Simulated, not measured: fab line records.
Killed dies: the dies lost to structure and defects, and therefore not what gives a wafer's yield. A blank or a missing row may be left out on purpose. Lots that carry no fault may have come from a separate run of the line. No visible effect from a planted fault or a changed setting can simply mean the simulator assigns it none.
One fault through the eyes of 2 desks	flow nandHarc	each desk has only its own numbers; what lay behind them comes last

FOR THE TOOL OWNER'S DESK: aclDep-01
The tool's own readings at NHARC_A_CHANNEL_HOLE_D1_DEP_00 (deposits aC, target thk 3100 nm): means of the sampled wafers that have a number, for each lot that ran on this tool. The brackets show how far a lot's mean lies from the usual mean; more than 4 standard deviations puts the lot out of limits, marked OUT.
Columns: A = throttleValvePct at NHARC_A_CHANNEL_HOLE_D1_DEP_00, usual 35.001 %
lot	first seen here	A
L910	day 8 17:34	34.996
L911	day 8 19:30	35.001
L915	day 9 23:26	34.995
L921	day 12 09:50	34.999
L920	day 12 13:56	35.005
L922	day 12 15:31	34.999
This desk's finding: nothing out of limits on any of the 6 lots.

THE DEFECT DESK
Counts from the inspections along the route, per lot, as means over the sampled wafers that have a number. The brackets show how far a lot's mean lies from the usual mean; more than 4 standard deviations puts the lot out of limits, marked OUT.
Columns: A = rawDefectCount at NHARC_A_CHANNEL_HOLE_D1_INSPECT_12, usual 6; B = rawDefectCount at NHARC_A_CHANNEL_HOLE_D1_INSPECT_40, usual 66
lot	first seen here	A	B
L910	day 8 20:17	3	49
L911	day 8 22:17	6	57
L916	day 10 01:56	3	43
L915	day 10 02:11	8	76
L921	day 12 12:29	553 (+99 or more) OUT	619 (+26) OUT
L920	day 12 16:05	547 (+99 or more) OUT	601 (+25) OUT
L923	day 12 16:14	6	77
L926	day 12 17:20	7	69
L922	day 12 17:59	532 (+99 or more) OUT	603 (+26) OUT
L928	day 13 04:20	8	50
L931	day 13 10:28	8	47
Finding of this desk: L920, L921, L922 out of limits; the first was L921 at day 12 12:29, on rawDefectCount at NHARC_A_CHANNEL_HOLE_D1_INSPECT_12. L910, L911, L916, L915, L923, L926, L928, L931 stayed within limits.

PUT TOGETHER
The defect desk could have raised an alarm at day 12 12:29, on L920, L921, L922.
Nothing out of limits was seen by the tool owner's desk.
The tool owner's desk has L920, L921, L922 on record, within its limits.
NHARC_A_CHANNEL_HOLE_D1_DEP_00 was run on aclDep-01 by each of the lots named.

WHAT THE SIMULATOR HAD PUT IN
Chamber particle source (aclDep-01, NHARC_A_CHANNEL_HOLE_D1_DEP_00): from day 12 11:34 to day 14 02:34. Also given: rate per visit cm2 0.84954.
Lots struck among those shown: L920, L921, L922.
Hours from the fault's start to each desk's first reading out of limits: the defect desk, 1.
